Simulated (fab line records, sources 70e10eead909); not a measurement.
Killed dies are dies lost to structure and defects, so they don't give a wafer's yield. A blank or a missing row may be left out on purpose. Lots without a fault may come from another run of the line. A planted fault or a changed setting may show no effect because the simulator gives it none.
fab line records | flow nand_harc
record lots=24 wafers=72 last_day=24
route steps=1159 shown P_M2@333 P_BONDPAD@352
lots that met no fault: from a run of the same line without faults
start_h: hours from the record's first day to the start of the lot's first wafer shown | wait_h: hours since the lot's step before | " the same as in the row above | L1.1+2: a row that stands for several wafers | - no value, or no start given | * or withheld: withheld | < > ~ a bound
route shown NAME@n: a module of which the file shows steps, and the number in the route of the first | usual: mean/standard deviation of fault-free wafers | same: alike in all rows | chamber/n: place in a boat | sites: the reading at each site | _std_site: their standard deviation | _edge_site: outer sites' mean less inner sites' | radius_mm: how far each site lies from the wafer's centre | mask NAME#n: copy n | behind: the tool/chamber that last shaped the wafer | hold: why the lot was held/for how many hours/how that ended | device: the transistor (n, p or np) that didn't switch | end of line: the same wafers' tests at the end of the route | a step without rows: its recipe alone | killed: dies lost to structure and defects at the first sort, not the wafer's yield | map: a wafer's dies, x killed, . not, _ none there
set.NAME: the setting as run; set.NAME@STEP: as run at that earlier step | model.NAME: the simulator's own value behind a step, which no gauge read
steps of the route over a sample of lots; a table a step, a row a wafer
services: from which hour (start_h, from the record's first day; less than 0 if before it) a tool's chamber was out of use, for how many hours, and why
## steps
# step NHARC_P_M2_ETCH_15
# recipe target_depth_a=1825 time_s=91.2 c4f8_flow_sccm=withheld ar_flow_sccm=400 rf_w=600 bias_w=300 chemistry=C4F8/Ar
# usual oes_product_au=0.947/0.019 rf_vpp_V=442.7/2.3
# columns lot.wafer tool chamber start_h wait_h oes_product_au rf_hours_counter_h rf_vpp_V
L074.2 rie_diel-06 2 - - 0.953 1 441.2
L074.4 " 0 " " 0.974 1 442.6
L074.6 " 2 " " 0.950 - 442.3
L075.1 rie_diel-06 1 - - 0.943 2 443.5
L075.3 " 0 " " 0.966 2 444.3
L075.6 " 1 " " 0.948 - 446.6
L076.3 rie_diel-06 0 - - 0.971 2 444.0
L076.2 " 3 " " 0.973 2 444.6
L076.5 " 0 " " 0.969 - 443.4
L078.3 rie_diel-06 3 - - 0.974 2 442.5
L078.6 " 0 " " 0.954 - 445.3
L078.5 " 1 " " 0.940 - 444.9
L077.1 rie_diel-06 0 - - 0.946 3 444.4
L077.3 " 1 " " 0.948 3 443.6
L077.5 " 2 " " 0.944 - 441.6
L079.2 rie_diel-06 1 - - 0.965 3 443.7
L079.1 " 2 " " 0.970 3 441.3
L079.3 " 0 " " 0.969 3 445.0
L081.4 rie_diel-06 1 161.73 0.1 0.956 - 443.1
L081.6 " 1 " " 0.953 - 443.7
L081.5 " 2 " " 0.947 - 441.0
L080.1 rie_diel-06 1 - - 0.926 3 442.6
L080.5 " 0 " " 0.916 - 443.5
L080.6 " 1 " " 0.920 - 443.6
L083.2 rie_diel-02 3 - - 0.954 4 442.9
L083.3 " 1 " " 0.981 5 442.3
L083.4 " 2 " " 0.980 4 437.1
L082.3 rie_diel-11 0 - - 0.916 52 437.5
L082.4 " 2 " " 0.929 58 443.7
L082.6 " 0 " " 0.917 - 436.4
L085.3 rie_diel-06 3 - - 0.955 3 443.7
L085.1 " 0 " " 0.971 4 445.1
L085.5 " 2 " " 0.940 - 441.4
L086.3 rie_diel-06 0 - - 0.968 4 443.6
L086.1 " 1 " " 0.950 5 443.8
L086.5 " 1 " " 0.967 - 444.7
L087.2 rie_diel-06 1 - - 0.913 5 444.3
L087.3 " 0 " " 0.916 5 444.3
L087.5 " 0 " " 0.926 - 444.9
L084.2 rie_diel-06 2 - - 0.969 4 441.9
L084.3 " 3 " " 0.965 4 442.9
L084.4 " 0 " " 0.957 5 443.0
L089.4 rie_diel-02 1 - - 0.918 15 442.1
L089.3 " 3 " " 0.923 16 443.9
L089.5 " 1 " " 0.925 - 443.7
L088.1 rie_diel-11 1 - - 0.963 13 436.9
L088.3 " 3 " " 0.958 15 444.2
L088.6 " 0 " " 0.958 - 437.7
L090.1 rie_diel-06 2 - - 0.970 5 441.1
L090.2 " 3 " " 0.959 5 443.5
L090.3 " 1 " " 0.977 6 443.0
L093.3 rie_diel-06 0 - - 0.950 6 444.3
L093.2 " 1 " " 0.958 6 444.7
L093.6 " 1 " " 0.966 - 445.5
L094.3 rie_diel-02 2 - - 0.934 16 437.7
L094.1 " 3 " " 0.916 17 444.1
L094.5 " 0 " " 0.930 - 443.3
L091.4 rie_diel-06 0 - - 0.967 - 444.6
L091.5 " 1 " " 0.954 - 445.3
L091.6 " 2 " " 0.963 - 441.1
L092.2 rie_diel-02 0 - - 0.931 19 445.5
L092.1 " 3 " " 0.914 18 443.8
L092.6 " 1 " " 0.927 - 443.1
L096.3 rie_diel-02 2 - - 0.931 17 437.0
L096.4 " 3 " " 0.930 19 443.1
L096.1 " 0 " " 0.929 20 443.7
L095.2 rie_diel-02 0 - - 0.926 20 443.0
L095.3 " 2 " " 0.928 18 436.5
L095.4 " 3 " " 0.917 20 444.1
L097.3 rie_diel-06 3 - - 0.964 0 442.4
L097.2 " 1 " " 0.952 0 444.0
L097.6 " 0 " " 0.955 - 444.3
# step NHARC_P_M2_DEP_33
# recipe target_thk_a=300 temp_c=370 target_thk_nm=30 pressure_torr=3 flow_sccm=200 rf_w=450 material=SiCN
# usual heater_power_w=616/72
# columns lot.wafer tool chamber start_h wait_h heater_power_w
L074.2 pecvd-02 0 120.05 0.1 695
L074.6 " 1 " " 655
L074.4 " 0 " " 714
L075.3 pecvd-02 0 136.92 0.1 710
L075.1 " 2 " " 672
L075.6 " 2 " " 662
L076.3 pecvd-03 1 137.83 0.1 551
L076.2 " 0 " " 496
L076.5 " 2 " " 674
L078.3 pecvd-04 1 153.41 0.1 674
L078.5 " 2 " " 603
L078.6 " 0 " " 646
L077.3 pecvd-04 0 154.07 0.1 651
L077.1 " 1 " " 554
L077.5 " 0 " " 661
L079.3 pecvd-04 1 159.62 0.1 667
L079.2 " 2 " " 577
L079.1 " 0 " " 605
L081.5 pecvd-03 2 164.74 0.2 681
L081.4 " 0 " " 518
L081.6 " 1 " " 652
L080.1 pecvd-03 1 165.47 0.1 647
L080.6 " 0 " " 480
L080.5 " 1 " " 643
L083.2 pecvd-04 1 180.03 0.1 584
L083.3 " 2 " " 510
L083.4 " 0 " " 574
L082.3 pecvd-04 1 180.70 0.1 595
L082.6 " 1 " " 595
L082.4 " 2 " " 521
L085.1 pecvd-02 1 202.11 0.1 591
L085.3 " 2 " " 667
L085.5 " 1 " " 575
L086.3 pecvd-02 2 211.70 0.1 690
L086.1 " 0 " " 674
L086.5 " 1 " " 541
L087.3 pecvd-02 0 212.57 0.1 627
L087.2 " 1 " " 592
L087.5 " 0 " " 632
L084.2 pecvd-04 0 218.21 0.1 589
L084.3 " 1 " " 677
L084.4 " 2 " " 543
L089.3 pecvd-04 0 224.84 0.1 573
L089.4 " 0 " " 575
L089.5 " 2 " " 547
L088.1 pecvd-04 0 225.25 0.1 658
L088.3 " 1 " " 611
L088.6 " 0 " " 663
L090.3 pecvd-03 1 230.54 0.1 592
L090.1 " 2 " " 712
L090.2 " 0 " " 519
L093.3 pecvd-03 1 237.39 0.1 568
L093.2 " 2 " " 739
L093.6 " 1 " " 555
L094.3 pecvd-04 2 238.31 0.1 526
L094.1 " 0 " " 641
L094.5 " 1 " " 633
L091.4 pecvd-04 0 239.15 0.2 643
L091.6 " 1 " " 681
L091.5 " 2 " " 589
L092.2 pecvd-03 2 246.78 0.1 718
L092.1 " 0 " " 452
L092.6 " 1 " " 538
L096.1 pecvd-04 0 256.82 0.1 646
L096.3 " 1 " " 689
L096.4 " 0 " " 656
L095.3 pecvd-02 2 257.26 0.1 590
L095.2 " 0 " " 703
L095.4 " 2 " " 582
L097.2 pecvd-03 0 261.38 0.1 458
L097.3 " 0 " " 465
L097.6 " 0 " " 466
# step NHARC_P_BONDPAD_CMP_32
# recipe target_thk_nm=200 material=SiCN
# usual motor_current_A=11.9/0.94
# columns lot.wafer tool chamber start_h wait_h motor_current_A
L074.4 cmp-01 2 120.78 - 11.3
L074.2 " 3 " " 12.7
L074.6 " 3 " " 13.6
L075.1 cmp-01 0 137.74 - 11.8
L075.3 " 3 " " 13.2
L075.6 " 0 " " 11.2
L076.2 cmp-02 2 138.67 - 12.1
L076.3 " 3 " " 12.3
L076.5 " 2 " " 11.7
L078.3 cmp-01 1 154.25 - 10.4
L078.5 " 1 " " 11.1
L078.6 " 2 " " 11.2
L077.1 cmp-01 1 154.89 - 11.2
L077.3 " 2 " " 10.8
L077.5 " 1 " " 11.1
L079.1 cmp-03 0 160.44 - 11.3
L079.3 " 1 " " 11.3
L079.2 " 2 " " 14.4
L081.4 cmp-01 0 165.51 - 10.8
L081.5 " 1 " " 10.7
L081.6 " 2 " " 11.6
L080.1 cmp-02 0 166.23 - 13.1
L080.5 " 3 " " 12.4
L080.6 " 0 " " 13.1
L083.2 cmp-03 2 180.95 0.5 13.5
L083.4 " 0 " " 10.9
L083.3 " 1 " " 11.1
L082.3 cmp-03 3 181.48 - 12.4
L082.4 " 2 " " 14.1
L082.6 " 3 " " 12.8
L085.3 cmp-01 0 202.98 - 11.3
L085.1 " 1 " " 11.1
L085.5 " 3 " " 13.2
L086.3 cmp-01 0 212.55 - 11.2
L086.1 " 2 " " 11.3
L086.5 " 0 " " 11.4
L087.3 cmp-02 2 213.34 - 11.6
L087.2 " 3 " " 12.9
L087.5 " 2 " " 11.7
L084.3 cmp-03 3 219.02 - 12.3
L084.4 " 0 " " 11.3
L084.2 " 1 " " 11.7
L089.4 cmp-02 1 225.66 - 11.9
L089.3 " 0 " " 13.6
L089.5 " 1 " " 11.7
L088.1 cmp-03 0 226.08 - 11.2
L088.3 " 3 " " 11.7
L088.6 " 1 " " 11.7
L090.1 cmp-03 3 231.36 - 13.4
L090.2 " 1 " " 11.1
L090.3 " 2 " " 13.5
L093.2 cmp-02 3 238.32 - 11.9
L093.3 " 1 " " 11.3
L093.6 " 3 " " 11.9
L094.3 cmp-03 0 239.07 - 11.3
L094.1 " 2 " " 14.1
L094.5 " 1 " " 10.5
L091.4 cmp-02 1 239.82 - 11.4
L091.6 " 1 " " 11.4
L091.5 " 2 " " 12.3
L092.1 cmp-03 0 247.63 - 10.8
L092.2 " 1 " " 11.4
L092.6 " 0 " " 10.6
L096.3 cmp-02 3 257.87 - 11.7
L096.4 " 0 " " 13.2
L096.1 " 1 " " 11.7
L095.3 cmp-03 0 258.33 - 11.2
L095.4 " 2 " " 14.1
L095.2 " 3 " " 11.7
L097.3 cmp-03 1 262.27 - 11.2
L097.2 " 0 " " 11.3
L097.6 " 2 " " 13.2
# step NHARC_P_BONDPAD_THK_MEAS_33
# recipe thk_meas_gauge=ellipsometry
# usual thk_nm=199.9/1.3
# columns lot.wafer tool chamber start_h wait_h thk_nm
L074.2 film_metro-02 - 121.04 0.2 201.2
L074.4 " - " " 200.0
L074.6 " - " " 200.7
L075.1 film_metro-01 - 137.99 0.2 199.2
L075.3 " - " " 200.7
L075.6 " - " " 199.8
L076.2 film_metro-02 - 138.90 0.2 201.7
L076.3 " - " " 200.4
L076.5 " - " " 201.3
L078.3 film_metro-01 - 154.50 0.2 201.2
L078.5 " - " " 201.3
L078.6 " - " " 200.2
L077.1 film_metro-02 - 155.11 0.2 200.9
L077.3 " - " " 200.8
L077.5 " - " " 199.6
L079.1 film_metro-02 - 160.69 0.2 199.6
L079.2 " - " " 198.7
L079.3 " - " " 198.3
L081.4 film_metro-02 - 165.69 0.2 201.1
L081.5 " - " " 200.9
L081.6 " - " " 201.9
L080.1 film_metro-02 - 166.46 0.2 201.7
L080.5 " - " " 199.7
L080.6 " - " " 198.1
L083.2 film_metro-02 - 181.20 0.2 199.6
L083.3 " - " " 200.1
L083.4 " - " " 200.4
L082.3 film_metro-01 - 181.73 0.2 201.5
L082.4 " - " " 198.4
L082.6 " - " " 199.5
L085.1 film_metro-01 - 203.21 0.2 198.9
L085.3 " - " " 200.2
L085.5 " - " " 199.5
L086.1 film_metro-01 - 212.80 0.2 199.7
L086.3 " - " " 199.8
L086.5 " - " " 199.2
L087.2 film_metro-01 - 213.59 0.2 200.1
L087.3 " - " " 198.2
L087.5 " - " " 199.7
L084.2 film_metro-02 - 219.28 0.2 199.1
L084.3 " - " " 200.6
L084.4 " - " " 197.8
L089.3 film_metro-01 - 225.91 0.2 199.0
L089.4 " - " " 197.9
L089.5 " - " " 199.3
L088.1 film_metro-02 - 226.33 0.2 200.3
L088.3 " - " " 200.8
L088.6 " - " " 198.4
L090.1 film_metro-01 - 231.62 0.2 197.1
L090.2 " - " " 200.1
L090.3 " - " " 198.3
L093.2 film_metro-02 - 238.58 0.2 200.0
L093.3 " - " " 197.8
L093.6 " - " " 198.9
L094.1 film_metro-02 - 239.32 0.2 200.4
L094.3 " - " " 201.8
L094.5 " - " " 201.3
L091.4 film_metro-02 - 240.08 0.2 200.9
L091.5 " - " " 198.2
L091.6 " - " " 200.9
L092.1 film_metro-02 - 247.87 0.2 196.6
L092.2 " - " " 197.9
L092.6 " - " " 201.0
L096.1 film_metro-01 - 258.09 0.2 202.5
L096.3 " - " " 199.8
L096.4 " - " " 199.0
L095.2 film_metro-01 - 258.58 0.2 197.1
L095.3 " - " " 200.4
L095.4 " - " " 199.8
L097.2 film_metro-02 - 262.52 0.2 202.8
L097.3 " - " " 201.1
L097.6 " - " " 200.8
# step NHARC_P_BONDPAD_OVL_MEAS_38
# usual overlay_x_nm=-1/5.8 overlay_y_nm=0/5.6
# columns lot.wafer tool chamber start_h wait_h overlay_x_nm overlay_y_nm
L074.2 overlay-01 - 121.70 - 2 0
L074.4 " - " " 2 0
L074.6 " - " " 1 0
L075.1 overlay-02 - 138.65 - 3 -6
L075.3 " - " " 2 -6
L075.6 " - " " 3 -6
L076.2 overlay-01 - 139.43 - -4 9
L076.3 " - " " -5 8
L076.5 " - " " -5 8
L078.3 overlay-01 - 155.03 - 3 3
L078.5 " - " " 4 3
L078.6 " - " " 4 3
L077.1 overlay-02 - 155.77 - -3 7
L077.3 " - " " -3 7
L077.5 " - " " -3 7
L079.1 overlay-01 - 161.37 - -4 -8
L079.2 " - " " -4 -8
L079.3 " - " " -4 -8
L081.4 overlay-01 - 166.22 - -14 7
L081.5 " - " " -14 7
L081.6 " - " " -14 8
L080.1 overlay-01 - 167.11 - 2 3
L080.5 " - " " 2 3
L080.6 " - " " 1 4
L083.2 overlay-02 - 181.85 - -6 3
L083.3 " - " " -6 3
L083.4 " - " " -6 4
L082.3 overlay-02 - 182.39 - -5 2
L082.4 " - " " -4 1
L082.6 " - " " -5 1
L085.1 overlay-02 - 203.74 - -3 -6
L085.3 " - " " -3 -5
L085.5 " - " " -3 -5
L086.1 overlay-02 - 213.45 - 4 -2
L086.3 " - " " 4 -2
L086.5 " - " " 5 -2
L087.2 overlay-01 - 214.12 - -8 0
L087.3 " - " " -9 1
L087.5 " - " " -8 0
L084.2 overlay-01 - 219.93 - -10 0
L084.3 " - " " -11 1
L084.4 " - " " -10 1
L089.3 overlay-01 - 226.44 - 0 1
L089.4 " - " " 0 1
L089.5 " - " " 0 1
L088.1 overlay-02 - 227.00 - 1 -8
L088.3 " - " " 1 -7
L088.6 " - " " 1 -8
L090.1 overlay-02 - 232.27 - 0 -1
L090.2 " - " " 0 -1
L090.3 " - " " 0 -1
L093.2 overlay-02 - 239.25 - 4 -2
L093.3 " - " " 4 -2
L093.6 " - " " 4 -2
L094.1 overlay-02 - 239.86 - 9 -5
L094.3 " - " " 8 -4
L094.5 " - " " 8 -5
L091.4 overlay-01 - 240.61 - 13 12
L091.5 " - " " 12 12
L091.6 " - " " 12 13
L092.1 overlay-01 - 248.40 - 3 0
L092.2 " - " " 3 1
L092.6 " - " " 3 1
L096.1 overlay-01 - 258.76 - -2 -12
L096.3 " - " " -3 -12
L096.4 " - " " -2 -13
L095.2 overlay-01 - 259.12 - 0 4
L095.3 " - " " 0 4
L095.4 " - " " -1 4
L097.2 overlay-01 - 263.17 - -6 -1
L097.3 " - " " -6 -1
L097.6 " - " " -5 -2
# step NHARC_P_BONDPAD_PVD_17
# recipe target_thk_a=50 bias_v=168.6 power_w=15000 chamber_pressure_pa=0.12 time_s=8.06 substrate_temp_c=50 material=TaN
# usual throttle_valve_pct=30.4/1.2
# columns lot.wafer tool chamber start_h wait_h throttle_valve_pct
L074.4 pvd_sputter-02 - - - 30.3
L074.2 " - " " 31.2
L074.6 " - " " 30.2
L075.1 pvd_sputter-01 - - - 32.3
L075.3 " - " " 28.3
L075.6 " - " " 32.1
L076.3 pvd_sputter-03 - - - 30.3
L076.2 " - " " 30.2
L076.5 " - " " 31.3
L078.3 pvd_sputter-03 - - - 30.3
L078.5 " - " " 31.5
L078.6 " - " " 30.0
L077.3 pvd_sputter-02 - - - 30.7
L077.1 " - " " 30.2
L077.5 " - " " 30.5
L079.1 pvd_sputter-02 - - - 30.5
L079.2 " - " " 28.4
L079.3 " - " " 30.9
L081.4 pvd_sputter-03 - - - 30.0
L081.6 " - " " 30.3
L081.5 " - " " 30.2
L080.1 pvd_sputter-03 - - - 30.3
L080.6 " - " " 30.8
L080.5 " - " " 30.0
L083.2 pvd_sputter-01 - - - 31.4
L083.4 " - " " 31.4
L083.3 " - " " 31.1
L082.4 pvd_sputter-03 - - - 31.4
L082.3 " - " " 30.2
L082.6 " - " " 31.8
L085.3 pvd_sputter-01 - - - 31.3
L085.1 " - " " 27.7
L085.5 " - " " 31.4
L086.3 pvd_sputter-03 - - - 30.2
L086.1 " - " " 30.6
L086.5 " - " " 30.5
L087.2 pvd_sputter-01 - - - 31.4
L087.3 " - " " 31.3
L087.5 " - " " 31.2
L084.4 pvd_sputter-01 - - - 27.8
L084.3 " - " " 31.4
L084.2 " - " " 31.3
L089.3 pvd_sputter-01 - - - 31.0
L089.4 " - " " 31.1
L089.5 " - " " 27.7
L088.3 pvd_sputter-01 - - - 31.3
L088.1 " - " " 27.6
L088.6 " - " " 31.5
L090.3 pvd_sputter-02 - - - 28.6
L090.2 " - " " 30.4
L090.1 " - " " 30.2
L093.3 pvd_sputter-02 - - - 30.5
L093.2 " - " " 30.1
L093.6 " - " " 30.3
L094.1 pvd_sputter-01 - - - 27.6
L094.3 " - " " 31.6
L094.5 " - " " 30.8
L091.4 pvd_sputter-03 - - - 30.4
L091.6 " - " " 30.3
L091.5 " - " " 30.3
L092.2 pvd_sputter-03 - - - 30.3
L092.1 " - " " 30.3
L092.6 " - " " 30.1
L096.3 pvd_sputter-02 - - - 30.6
L096.1 " - " " 30.1
L096.4 " - " " 28.7
L095.2 pvd_sputter-03 - - - 30.1
L095.3 " - " " 30.6
L095.4 " - " " 31.2
L097.3 pvd_sputter-01 - - - 31.4
L097.2 " - " " 31.4
L097.6 " - " " 31.3
## services
# columns tool chamber start_h hours kind
pvd_sputter-03 - 102.00 10.0 pm
pecvd-03 - 111.36 13.0 pm
cmp-02 - 120.78 0.9 repair
pvd_sputter-03 - 122.19 4.2 repair
cmp-02 - 128.62 4.0 pm
cmp-03 - 144.40 4.6 repair
pvd_sputter-01 - 147.89 1.3 repair
rie_diel-06 3 150.80 12.5 repair
cmp-03 - 156.00 4.0 pm
rie_diel-06 0 157.91 4.4 repair
pvd_sputter-01 - 158.00 10.0 pm
pvd_sputter-01 - 169.28 0.5 repair
pecvd-03 0 171.37 27.8 repair
pecvd-03 - 177.00 0.7 repair
cmp-01 - 179.53 4.0 pm
cmp-02 - 180.92 0.7 repair
cmp-03 - 188.12 2.5 repair
pecvd-04 - 195.48 13.0 pm
rie_diel-06 2 203.96 7.2 repair
rie_diel-06 3 232.60 25.1 repair
pvd_sputter-01 - 234.33 4.0 repair
rie_diel-06 - 241.20 9.0 pm
cmp-03 - 244.09 1.8 repair
cmp-03 - 254.00 4.0 pm
## key
fault none
